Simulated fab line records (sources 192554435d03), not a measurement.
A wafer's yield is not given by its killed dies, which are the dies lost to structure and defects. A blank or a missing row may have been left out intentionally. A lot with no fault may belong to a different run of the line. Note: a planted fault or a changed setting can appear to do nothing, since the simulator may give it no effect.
Split-lot trial ; flow n5 finfet ; 39 wafers read across 7 lots, on a route 1938 steps long

== ABOUT THE SPLIT ==
At N5_BEOL_M1_ILD_DEP_00 (deposits SiOC from DEMS/O2, target thk 79 nm, time 15.3 s), the setting target thk a was moved away from the recipe's 790 angstrom on 15 of the 39 wafers read, by -35.4% to +59.0%. This setting was run at the recipe's value on the other wafers.

Between the split and the reading, the file records no step.

== THE READING ==
At N5_BEOL_M1_THK_MEAS_01: M1_ILD_THK, given in nm. On this fab line, fault-free wafers typically give 79.1 nm with a standard deviation of 1 nm.

wafer;tool, chamber at the split;target thk a as run, angstrom;against the recipe;M1_ILD_THK, nm;against lot-mates on the recipe
L076.1;pecvd-04, 1;790;recipe;78.1;-
L076.3;pecvd-04, 0;790;recipe;78.9;-
L076.4;pecvd-04, 1;790;recipe;79.5;-
L080.1;pecvd-02, 1;982.4;+24.4%;97.1;+19.0
L080.2;pecvd-02, 0;790;recipe;77.1;-
L080.3;pecvd-02, 2;982.4;+24.4%;97.5;+19.4
L080.4;pecvd-02, 0;790;recipe;78.1;-
L080.5;pecvd-02, 2;790;recipe;79.0;-
L080.6;pecvd-02, 1;982.4;+24.4%;97.9;+19.8
L082.1;pecvd-02, 2;790;recipe;79.0;-
L082.2;pecvd-02, 1;1035;+31.0%;103.5;+24.1
L082.3;pecvd-02, 0;1035;+31.0%;102.6;+23.2
L082.4;pecvd-02, 0;790;recipe;79.4;-
L082.5;pecvd-02, 1;790;recipe;79.8;-
L082.6;pecvd-02, 2;1035;+31.0%;104.5;+25.1
L083.1;pecvd-02, 2;1256;+59.0%;125.8;+45.9
L083.2;pecvd-02, 1;1256;+59.0%;126.2;+46.3
L083.3;pecvd-02, 0;1256;+59.0%;124.5;+44.6
L083.4;pecvd-02, 2;790;recipe;79.9;-
L083.5;pecvd-02, 0;790;recipe;79.1;-
L083.6;pecvd-02, 1;790;recipe;80.7;-
L087.1;pecvd-02, 2;790;recipe;79.4;-
L087.2;pecvd-02, 1;790;recipe;79.1;-
L087.3;pecvd-02, 1;790;recipe;80.0;-
L087.4;pecvd-02, 2;790;recipe;79.6;-
L087.5;pecvd-02, 1,2;790;recipe;80.4;-
L087.6;pecvd-02, 1,2;790;recipe;80.4;-
L090.1;pecvd-02, 1;928.7;+17.6%;92.6;+14.1
L090.2;pecvd-02, 2;790;recipe;78.2;-
L090.3;pecvd-02, 0;928.7;+17.6%;92.4;+13.9
L090.4;pecvd-02, 0;790;recipe;78.5;-
L090.5;pecvd-02, 2;928.7;+17.6%;92.7;+14.2
L090.6;pecvd-02, 1;790;recipe;78.9;-
L092.1;pecvd-04, 0;510.2;-35.4%;52.8;-27.5
L092.2;pecvd-04, 1;790;recipe;79.4;-
L092.3;pecvd-04, 1;790;recipe;80.4;-
L092.4;pecvd-04, 0;510.2;-35.4%;53.1;-27.2
L092.5;pecvd-04, 0;790;recipe;81.1;-
L092.6;pecvd-04, 1;510.2;-35.4%;52.7;-27.6
The file does not say which wafer passed through which chamber wherever a row lists several chambers: such a row stands for several wafers.

THE FIT
A straight line over all 39 wafers: M1_ILD_THK changes by +0.77 nm for each +1% of target thk a; r = +1.00; the points scatter about the line by 0.89 nm.
The same after taking each lot's own level away (the mean of its wafers on the recipe; 39 wafers): +0.777 nm for each +1%; r = +1.00; scatter 0.59 nm.
The reading moves by 46 nm for the largest change in target thk a, on that fit.
Measured against the standard deviation above, the lots' own levels, which go from 78.07 to 80.30 nm, span 2.2 times it.
The two slopes agree, so the slope changes little with the lot-to-lot level.
Check: with one of the wafers moved furthest among these (+59.0%) left out of the fit, the line predicts +45.9 nm for it against its lot-mates. It came out at +45.9 nm against them.

== THE OTHER SPLITS THESE WAFERS WENT THROUGH ==
Before the reading, these wafers also passed through other splits. Each is held against what the fit with the lots' levels taken away leaves over:
other split on the same wafers;wafers away from the commonest value;r with M1_ILD_THK (lot level and that fit taken away)
N5_FIN_SAQP_SPACER1_ALD_24 ald cycles;15;+0.36
N5_SD_EPI_N_EPI_21 time s;18;-0.16
N5_MOL_CONTACT_COAG_PRECLEAN_111 time s;12;+0.16

== THE WHOLE CHAIN: every reading that the file lists as answering this split, in the file's order ==
step;what it does;reading;change (the file's fit);r (the file's)
N5_BEOL_M1_ILD_DEP_00;deposits SiOC from DEMS/O2, target thk 79 nm, time 15.3 s;SiOC_of_BEOL_M1_ILD_DEP_00.thk nm (the simulator's own value, which no gauge read);+0.778 nm for each +1% of the setting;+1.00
N5_BEOL_M1_THK_MEAS_01;;M1_ILD_THK;+0.778 for each +1% of the setting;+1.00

== FILE'S OWN FIT ==
M1_ILD_THK changes by +0.778 nm for each +1% of target thk a, r = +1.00.
